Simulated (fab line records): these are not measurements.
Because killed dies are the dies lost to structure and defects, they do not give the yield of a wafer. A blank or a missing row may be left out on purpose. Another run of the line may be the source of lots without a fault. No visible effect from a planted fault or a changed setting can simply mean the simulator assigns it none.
Check of tool commonality :: flow n5-finfet :: Lots sampled 10, wafers sampled 29

== REASON IT WAS OPENED ==
On 3 of the 10 lots, a flag is raised at N5_BEOL_M3_OCD_MEAS_38 on the reading trench-depth-nm. Fault-free wafers read 55.2 nm, with a standard deviation of 1.
Rule: a lot gets a flag if all its wafers with a number sit over 4 standard deviations from that mean, or if no wafer of it has a number. As for the other lots, they are considered sound.

lot: L734
measured: day 8 23:46
on: ocd-02
trench-depth-nm (nm), wafer by wafer: 55.0 55.2
flag: 

lot: L735
measured: day 9 10:30
on: ocd-02
trench-depth-nm (nm), wafer by wafer: 54.5 55.4 54.0
flag: 

lot: L738
measured: day 9 17:01
on: ocd-02
trench-depth-nm (nm), wafer by wafer: 54.2 55.8 53.9
flag: 

lot: L741
measured: day 9 21:19
on: ocd-02
trench-depth-nm (nm), wafer by wafer: 54.6 54.4 53.9
flag: 

lot: L743
measured: day 10 09:04
on: ocd-02
trench-depth-nm (nm), wafer by wafer: 55.6 54.5 56.0
flag: 

lot: L747
measured: day 12 02:57
on: ocd-02
trench-depth-nm (nm), wafer by wafer: 39.3 38.7 40.3
flag: FLAGGED

lot: L750
measured: day 12 14:12
on: ocd-02
trench-depth-nm (nm), wafer by wafer: 39.6 40.0 38.7
flag: FLAGGED

lot: L751
measured: day 12 20:17
on: ocd-02
trench-depth-nm (nm), wafer by wafer: 39.6 39.4 37.7
flag: FLAGGED

lot: L753
measured: day 13 00:02
on: ocd-02
trench-depth-nm (nm), wafer by wafer: 55.0 55.8 54.5
flag: 

lot: L752
measured: day 13 10:54
on: ocd-02
trench-depth-nm (nm), wafer by wafer: 54.5 55.5 54.8
flag: 
The numbers of the flagged lots are 39.3 nm on average: -15.9 nm against the usual, or -16 standard deviations.

== WHICH TOOL EACH LOT WENT THROUGH ==
The record keeps 1 process step preceding the reading, out of 1938 steps on the route. Read each cell as the tool, then ch plus the chambers that the sampled wafers visited, then the start.
lot: L734
flag: 
N5_BEOL_M3_TRENCH_ETCH_37: rie-diel-01 ch 1,2, day 8 23:37

lot: L735
flag: 
N5_BEOL_M3_TRENCH_ETCH_37: rie-diel-04 ch 0,1, day 9 10:21

lot: L738
flag: 
N5_BEOL_M3_TRENCH_ETCH_37: rie-diel-04 ch 2,3, day 9 16:52

lot: L741
flag: 
N5_BEOL_M3_TRENCH_ETCH_37: rie-diel-05 ch 0,1,3, day 9 21:10

lot: L743
flag: 
N5_BEOL_M3_TRENCH_ETCH_37: rie-diel-01 ch 0,1,2, day 10 08:53

lot: L747
flag: FLAGGED
N5_BEOL_M3_TRENCH_ETCH_37: rie-diel-04 ch 0,2,3, day 12 02:47

lot: L750
flag: FLAGGED
N5_BEOL_M3_TRENCH_ETCH_37: rie-diel-04 ch 2,3, day 12 14:03

lot: L751
flag: FLAGGED
N5_BEOL_M3_TRENCH_ETCH_37: rie-diel-04 ch 0,2,3, day 12 20:08

lot: L753
flag: 
N5_BEOL_M3_TRENCH_ETCH_37: rie-diel-01 ch 0, day 12 23:40

lot: L752
flag: 
N5_BEOL_M3_TRENCH_ETCH_37: rie-diel-01 ch 0,1,2, day 13 10:45
These steps, and what they do:
- N5_BEOL_M3_TRENCH_ETCH_37: etches SiOC in C4F6/O2, target depth 55.555 nm, time 29.2 s.
- N5_BEOL_M3_OCD_MEAS_38

== FLAGGED OVER TOTAL, TOOL BY TOOL (the gauges that took the reading come last) ==
step: N5_BEOL_M3_TRENCH_ETCH_37
tool: rie-diel-01
lots run: 4
flagged: 0
share of the flagged lots: none
sound lots run after its first flagged lot: -

step: N5_BEOL_M3_TRENCH_ETCH_37
tool: rie-diel-04
lots run: 5
flagged: 3
share of the flagged lots: all
sound lots run after its first flagged lot: 0

step: N5_BEOL_M3_TRENCH_ETCH_37
tool: rie-diel-05
lots run: 1
flagged: 0
share of the flagged lots: none
sound lots run after its first flagged lot: -

step: N5_BEOL_M3_OCD_MEAS_38
tool: ocd-02
lots run: 10
flagged: 3
share of the flagged lots: all
sound lots run after its first flagged lot: 2 (L753,L752)

== WHAT THE TABLE PERMITS ==
Rows of the table that ran all the flagged lots, 2 in number: rie-diel-04 at N5_BEOL_M3_TRENCH_ETCH_37; ocd-02 at N5_BEOL_M3_OCD_MEAS_38.
- rie-diel-04 at N5_BEOL_M3_TRENCH_ETCH_37: 3 of its 5 lots flagged. Last sound lot L738 at day 9 16:52, first flagged lot L747 at day 12 02:47; a fault beginning in between fits. Its own readings lie more than 4 standard deviations out on every wafer of the flagged lots: rf-fwd-power-W, rf-vpp-V.
- ocd-02 at N5_BEOL_M3_OCD_MEAS_38: 3 of its 10 lots flagged. Sound lots ran on it after the first flagged one (L753, L752), which a lasting fault on the whole tool wouldn't allow.
What remains is a single tool, rie-diel-04 at N5_BEOL_M3_TRENCH_ETCH_37.

== WHAT THE SIMULATOR HAD INSERTED ==
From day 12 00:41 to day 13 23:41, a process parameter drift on rie-diel-04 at N5_BEOL_M3_TRENCH_ETCH_37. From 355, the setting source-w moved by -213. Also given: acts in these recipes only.
Shown lots that were struck: L747, L750, L751. This agrees with what the rule above found.
